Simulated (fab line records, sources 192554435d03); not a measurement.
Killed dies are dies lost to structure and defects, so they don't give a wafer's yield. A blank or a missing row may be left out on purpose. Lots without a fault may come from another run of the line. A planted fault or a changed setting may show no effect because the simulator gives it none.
Chamber matching | flow n5_finfet | N5_BEOL_M13_DESCUM_33 on rie_diel-01: 4 sister chambers
The step chemistry O2, time 7.9 s. 8 wafers are shown with their chamber, then 7 later ones without.

WAFERS WITH THEIR CHAMBER
wafer  | chamber | drypump_motor_current_A (A) | showerhead_plenum_p_Torr (Torr)
L074.3 | 1       | 5.2                         | 2.14
L079.2 | 1       | 5.2                         | 2.13
L080.4 | 3       | 4.8                         | 2.08
L083.1 | 2       | 5.6                         | 2.09
L083.2 | 0       | 5.0                         | 2.17
L083.4 | 2       | 5.6                         | 2.09
L088.2 | 3       | 4.7                         | 2.07
L088.3 | 0       | 5.0                         | 2.16

WAFERS WITHOUT THEIR CHAMBER
wafer  | drypump_motor_current_A (A) | showerhead_plenum_p_Torr (Torr)
L088.5 | 5.2                         | 2.13
L090.1 | 5.5                         | 2.08
L090.3 | 5.2                         | 2.12
L090.6 | 4.7                         | 2.07
L091.1 | 5.2                         | 2.12
L091.2 | 5.0                         | 2.16
L091.3 | 5.5                         | 2.08

WHICH CHAMBER EACH WENT THROUGH
wafer  | from the rows above | in truth
L088.5 | 1                   | 1
L090.1 | 2                   | 2
L090.3 | 1                   | 1
L090.6 | 3                   | 3
L091.1 | 1                   | 1
L091.2 | 0                   | 0
L091.3 | 2                   | 2
Placed correctly: 7 of 7. Can't be placed from these rows: 0. Placed wrongly: 0.
How it was worked out, from the rows above alone: a wafer's distance from a chamber is the root of the sum, over the readings, of the square of ((its reading less the chamber's mean) divided by the reading's scatter). The wafer belongs to the nearest chamber; if the next one is less than 2 further off, it can't be placed. A chamber's mean is the mean of its shown wafers. The scatter: the root of (the sum of the squares of (reading less its chamber's mean) over the shown wafers, divided by (wafers less chambers)).
